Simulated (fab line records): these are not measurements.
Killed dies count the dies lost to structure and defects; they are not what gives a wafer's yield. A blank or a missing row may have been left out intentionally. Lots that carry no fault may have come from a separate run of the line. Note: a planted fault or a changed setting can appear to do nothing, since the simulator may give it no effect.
Split-lot trial    flow n5 finfet    21 wafers read across 7 lots, on a route 1938 steps long

== ABOUT THE SPLIT ==
At N5_SD_EPI_P_COAT_34 (time 60 s, resist thk 350 nm), the setting spin rpm was moved away from the recipe's 1500 rpm on 7 of the 21 wafers read, by -8.8% to +10.1%. This setting was run at the recipe's value on the other wafers.

The reading comes from the split's own step.

== THE READING ==
SOC_of_SD_EPI_P_COAT_34.thk nm (the simulator's own value, which no gauge read), in nm, at N5_SD_EPI_P_COAT_34 (time 60 s, resist thk 350 nm). The file gives no usual value for it. Across the 14 wafers here that went through the recipe, the average is 350.6 nm and the standard deviation 0.74 nm.

wafer   tool, chamber at the split  spin rpm as run, rpm  against the recipe  SOC_of_SD_EPI_P_COAT_34.thk nm, nm  against lot-mates on the recipe
L075.1  litho track-01, 0           1500                  recipe              350.2                               -
L075.2  litho track-01, 0           1500                  recipe              351.4                               -
L075.3  litho track-01, 0           1500                  recipe              351                                 -
L076.1  litho track-05, 0           1368                  -8.8%               367                                 +15.7
L076.2  litho track-05, 0           1500                  recipe              351                                 -
L076.6  litho track-05, 0           1500                  recipe              351.6                               -
L077.4  litho track-05, 0           1562                  +4.1%               344                                 -8.0
L077.5  litho track-05, 0           1562                  +4.1%               344                                 -8.0
L077.6  litho track-05, 0           1500                  recipe              352                                 -
L080.1  litho track-05, 0           1500                  recipe              350                                 -
L080.5  litho track-05, 0           1644                  +9.6%               333.8                               -16.1
L080.6  litho track-05, 0           1500                  recipe              349.8                               -
L085.1  litho track-01, 0           1500                  recipe              350.6                               -
L085.2  litho track-01, 0           1500                  recipe              349.8                               -
L085.5  litho track-01, 0           1578                  +5.2%               341                                 -9.2
L095.1  litho track-05, 0           1652                  +10.1%              334.4                               -15.8
L095.3  litho track-05, 0           1500                  recipe              351                                 -
L095.6  litho track-05, 0           1500                  recipe              349.4                               -
L096.1  litho track-01, 0           1500                  recipe              350                                 -
L096.4  litho track-01, 0           1580                  +5.3%               341.2                               -9.2
L096.6  litho track-01, 0           1500                  recipe              350.8                               -

THE FIT
A straight line over all 21 wafers: SOC_of_SD_EPI_P_COAT_34.thk nm changes by -1.74 nm for each +1% of spin rpm; r = -0.99; the points scatter about the line by 0.78 nm.
The same after taking each lot's own level away (the mean of its wafers on the recipe; 21 wafers): -1.7 nm for each +1%; r = -1.00; scatter 0.63 nm.
That fit puts the effect of the largest move of spin rpm on the reading at 17 nm.
Across the lots, their own levels run from 349.90 to 352.00 nm, a range of 2.8 times the standard deviation given above.
The two slopes are in agreement: the lot-to-lot level therefore moves the slope only a little.
Check: with one of the wafers moved furthest among these (+10.1%) left out of the fit, the line predicts -17.8 nm for it against its lot-mates. Against them it came out at -15.8 nm.

== OTHER SPLITS ON THESE WAFERS ==
Before the reading, these wafers also passed through other splits. Each is held against what the fit with the lots' levels taken away leaves over:
other split on the same wafers             wafers away from the commonest value  r with SOC_of_SD_EPI_P_COAT_34.thk nm (lot level and that fit taken away)
N5_PMOS_HMC_CHANNEL_EPI_PEB_07 peb temp c  3                                     +0.11
N5_FIN_CUT_COAT_02 spin rpm                5                                     -0.53
N5_DUMMY_GATE_COAT_34 spin rpm             4                                     +0.31
N5_DUMMY_GATE_EXPOSE_12 dose mj            5                                     -0.22
N5_SD_EPI_N_EPI_21 time s                  5                                     -0.18

== THE FILE'S OWN FIT ==
SOC_of_SD_EPI_P_COAT_34.thk nm changes by -1.69 nm for each +1% of spin rpm, r = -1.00.
